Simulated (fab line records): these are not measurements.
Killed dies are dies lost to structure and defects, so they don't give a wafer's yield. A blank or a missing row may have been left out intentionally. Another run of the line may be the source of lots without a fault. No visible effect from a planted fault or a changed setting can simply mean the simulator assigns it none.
Chamber matching :: flow nand_harc :: NHARC_P_GATE_STRIP_101 on rie_diel-12 has 4 sister chambers
The step strips in O2, time 20 s. 8 wafers are shown with their chamber, then 7 later ones without.

## WAFERS WITH THEIR CHAMBER
wafer: L078.5
chamber: 0
showerhead_plenum_p_Torr (Torr): 3.36
drypump_motor_current_A (A): 6.0

wafer: L083.5
chamber: 0
showerhead_plenum_p_Torr (Torr): 3.36
drypump_motor_current_A (A): 6.0

wafer: L083.6
chamber: 3
showerhead_plenum_p_Torr (Torr): 3.62
drypump_motor_current_A (A): 6.0

wafer: L086.3
chamber: 1
showerhead_plenum_p_Torr (Torr): 3.36
drypump_motor_current_A (A): 5.3

wafer: L086.5
chamber: 1
showerhead_plenum_p_Torr (Torr): 3.36
drypump_motor_current_A (A): 5.3

wafer: L086.6
chamber: 2
showerhead_plenum_p_Torr (Torr): 3.72
drypump_motor_current_A (A): 5.5

wafer: L089.1
chamber: 3
showerhead_plenum_p_Torr (Torr): 3.62
drypump_motor_current_A (A): 5.9

wafer: L089.3
chamber: 2
showerhead_plenum_p_Torr (Torr): 3.71
drypump_motor_current_A (A): 5.5

## WAFERS MISSING THEIR CHAMBER
wafer: L089.6
showerhead_plenum_p_Torr (Torr): 3.35
drypump_motor_current_A (A): 6.0

wafer: L091.3
showerhead_plenum_p_Torr (Torr): 3.36
drypump_motor_current_A (A): 5.3

wafer: L091.5
showerhead_plenum_p_Torr (Torr): 3.62
drypump_motor_current_A (A): 6.0

wafer: L091.6
showerhead_plenum_p_Torr (Torr): 3.71
drypump_motor_current_A (A): 5.5

wafer: L092.1
showerhead_plenum_p_Torr (Torr): 3.62
drypump_motor_current_A (A): 5.9

wafer: L092.3
showerhead_plenum_p_Torr (Torr): 3.71
drypump_motor_current_A (A): 5.5

wafer: L092.6
showerhead_plenum_p_Torr (Torr): 3.62
drypump_motor_current_A (A): 6.0

## EACH ONE'S CHAMBER
wafer: L089.6
from the rows above: 0
in truth: 0

wafer: L091.3
from the rows above: 1
in truth: 1

wafer: L091.5
from the rows above: 3
in truth: 3

wafer: L091.6
from the rows above: 2
in truth: 2

wafer: L092.1
from the rows above: 3
in truth: 3

wafer: L092.3
from the rows above: 2
in truth: 2

wafer: L092.6
from the rows above: 3
in truth: 3
Placed correctly: 7 of 7. Can't be placed from these rows: 0. 0 placed wrongly.
How it was worked out, from the rows above alone: a wafer's distance from a chamber is the root of the sum, over the readings, of the square of ((its reading less the chamber's mean) divided by the reading's scatter). The wafer belongs to the nearest chamber; if the next one is less than 2 further off, it can't be placed. For every chamber, the mean is computed from those of its wafers that are shown. The scatter: the root of (the sum of the squares of (reading less its chamber's mean) over the shown wafers, divided by (wafers less chambers)).
